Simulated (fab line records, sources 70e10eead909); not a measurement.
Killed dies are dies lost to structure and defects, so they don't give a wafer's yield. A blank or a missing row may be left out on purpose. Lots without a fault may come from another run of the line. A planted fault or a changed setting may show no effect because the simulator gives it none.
Chamber matching | flow nand_harc | NHARC_P_CONTACT_CMP_24 on cmp-02: 4 sister chambers
The step polishes, t overpolish 30 s, target thk 200 nm. 4 wafers are shown with their chamber, then 7 later ones without.

WAFERS WITH THEIR CHAMBER
wafer  | chamber | motor_current_A (A)
L084.5 | 0       | 14.0
L084.6 | 3       | 10.6
L091.3 | 2       | 12.4
L091.5 | 1       | 12.7

WAFERS WITHOUT THEIR CHAMBER
wafer  | motor_current_A (A)
L091.6 | 11.8
L093.2 | 11.6
L093.4 | 10.7
L093.5 | 13.8
L093.1 | 12.5
L093.3 | 13.0
L093.6 | 10.0

WHICH CHAMBER EACH WENT THROUGH
wafer  | from the rows above          | in truth
L091.6 | can't be placed: 2 or 1 or 3 | 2
L093.2 | can't be placed: 2 or 3 or 1 | 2
L093.4 | 3                            | 3
L093.5 | can't be placed: 0 or 1      | 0
L093.1 | can't be placed: 2 or 1      | 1
L093.3 | can't be placed: 1 or 2 or 0 | 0
L093.6 | 3                            | 3
Placed correctly: 2 of 7. Can't be placed from these rows: 5 (the true chamber is among the candidates in 5). Placed wrongly: 0.
How it was worked out, from the rows above alone: a wafer's distance from a chamber is the root of the sum, over the readings, of the square of ((its reading less the chamber's mean) divided by the reading's scatter). The wafer belongs to the nearest chamber; if the next one is less than 2 further off, it can't be placed. A chamber's mean is the mean of its shown wafers. The scatter: with one shown wafer a chamber, the root of the mean of the squares of how far each hidden wafer lies from its nearest shown one.
